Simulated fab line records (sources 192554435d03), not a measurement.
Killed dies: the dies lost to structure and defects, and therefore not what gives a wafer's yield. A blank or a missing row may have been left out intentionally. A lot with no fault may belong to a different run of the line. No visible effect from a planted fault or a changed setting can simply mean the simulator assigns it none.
Chamber matching + flow n5_finfet + N5_STI_FIN_REVEAL_ALD_00 on ald_sin-04 has 4 sister chambers
The step deposits SiO2, target thk 1 nm, pulse time 1 s. 4 wafers are shown with their chamber, then 9 later ones without.

== WAFERS, EACH WITH ITS CHAMBER ==
| wafer  | chamber | heater_power_outer_w (W) |
|--------|---------|--------------------------|
| L085.5 | 3       | 329                      |
| L087.2 | 2       | 262                      |
| L087.5 | 1       | 234                      |
| L087.6 | 0       | 234                      |

== WAFERS WITHOUT THEIR CHAMBER ==
| wafer  | heater_power_outer_w (W) |
|--------|--------------------------|
| L089.1 | 229                      |
| L089.4 | 325                      |
| L089.6 | 259                      |
| L090.3 | 327                      |
| L090.4 | 233                      |
| L090.6 | 327                      |
| L095.2 | 260                      |
| L095.5 | 238                      |
| L095.6 | 234                      |

== WHICH CHAMBER EACH ONE RAN IN ==
| wafer  | from the rows above     | in truth |
|--------|-------------------------|----------|
| L089.1 | can't be placed: 0 or 1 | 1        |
| L089.4 | 3                       | 3        |
| L089.6 | 2                       | 2        |
| L090.3 | 3                       | 3        |
| L090.4 | can't be placed: 0 or 1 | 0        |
| L090.6 | 3                       | 3        |
| L095.2 | 2                       | 2        |
| L095.5 | can't be placed: 0 or 1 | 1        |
| L095.6 | can't be placed: 0 or 1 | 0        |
Placed correctly: 5 of 9. Unplaceable from these rows: 4, with the true chamber sitting among the candidates in 4. 0 placed wrongly.
How it was worked out, from the rows above alone: a wafer's distance from a chamber is the root of the sum, over the readings, of the square of ((its reading less the chamber's mean) divided by the reading's scatter). If the next closest chamber is less than 2 further off than the closest, the wafer can't be placed; otherwise it belongs to the closest. Each chamber's mean is taken over the wafers shown for it. The scatter: with one shown wafer a chamber, the root of the mean of the squares of how far each hidden wafer lies from its nearest shown one.
